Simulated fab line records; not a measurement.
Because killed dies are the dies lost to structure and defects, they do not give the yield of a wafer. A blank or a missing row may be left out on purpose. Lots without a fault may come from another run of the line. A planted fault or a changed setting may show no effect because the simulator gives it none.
Chamber matching :: flow nandHarc :: NHARC_A_CONTACT_ETCH_90 on rieDiel-10: 4 sister chambers
The step etches the open film in CH3F/O2, target depth 40 nm, time 85.7 s. 8 wafers are shown with their chamber, then 8 later ones without.

WAFERS, EACH WITH ITS CHAMBER
wafer: L621.5
chamber: 3
showerheadPlenumPTorr (Torr): 2.33
drypumpMotorCurrentA (A): 6.6

wafer: L632.3
chamber: 3
showerheadPlenumPTorr (Torr): 2.33
drypumpMotorCurrentA (A): 6.5

wafer: L631.3
chamber: 1
showerheadPlenumPTorr (Torr): 2.51
drypumpMotorCurrentA (A): 6.0

wafer: L631.5
chamber: 0
showerheadPlenumPTorr (Torr): 2.59
drypumpMotorCurrentA (A): 6.1

wafer: L641.1
chamber: 1
showerheadPlenumPTorr (Torr): 2.51
drypumpMotorCurrentA (A): 6.1

wafer: L641.2
chamber: 0
showerheadPlenumPTorr (Torr): 2.58
drypumpMotorCurrentA (A): 6.1

wafer: L641.4
chamber: 2
showerheadPlenumPTorr (Torr): 2.31
drypumpMotorCurrentA (A): 6.5

wafer: L640.4
chamber: 2
showerheadPlenumPTorr (Torr): 2.30
drypumpMotorCurrentA (A): 6.5

WAFERS WITHOUT THEIR CHAMBER
wafer: L640.5
showerheadPlenumPTorr (Torr): 2.58
drypumpMotorCurrentA (A): 6.1

wafer: L640.6
showerheadPlenumPTorr (Torr): 2.32
drypumpMotorCurrentA (A): 6.6

wafer: L642.3
showerheadPlenumPTorr (Torr): 2.30
drypumpMotorCurrentA (A): 6.5

wafer: L642.4
showerheadPlenumPTorr (Torr): 2.32
drypumpMotorCurrentA (A): 6.6

wafer: L642.5
showerheadPlenumPTorr (Torr): 2.32
drypumpMotorCurrentA (A): 6.6

wafer: L643.4
showerheadPlenumPTorr (Torr): 2.51
drypumpMotorCurrentA (A): 6.0

wafer: L643.5
showerheadPlenumPTorr (Torr): 2.32
drypumpMotorCurrentA (A): 6.6

wafer: L643.6
showerheadPlenumPTorr (Torr): 2.30
drypumpMotorCurrentA (A): 6.5

THE CHAMBER EACH PASSED THROUGH
wafer: L640.5
from the rows above: 0
in truth: 0

wafer: L640.6
from the rows above: can't be placed: 3 or 2
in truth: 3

wafer: L642.3
from the rows above: 2
in truth: 2

wafer: L642.4
from the rows above: can't be placed: 3 or 2
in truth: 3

wafer: L642.5
from the rows above: can't be placed: 3 or 2
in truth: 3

wafer: L643.4
from the rows above: 1
in truth: 1

wafer: L643.5
from the rows above: can't be placed: 3 or 2
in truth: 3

wafer: L643.6
from the rows above: 2
in truth: 2
4 of 8 placed correctly. Unplaceable from these rows: 4, with the true chamber sitting among the candidates in 4. Wrongly placed: 0.
How it was worked out, from the rows above alone: a wafer's distance from a chamber is the root of the sum, over the readings, of the square of ((its reading less the chamber's mean) divided by the reading's scatter). If the next closest chamber is less than 2 further off than the closest, the wafer can't be placed; otherwise it belongs to the closest. For every chamber, the mean is computed from those of its wafers that are shown. The scatter is the square root of a quotient: the sum, over the shown wafers, of each reading's squared deviation from its chamber's mean, divided by wafers minus chambers.
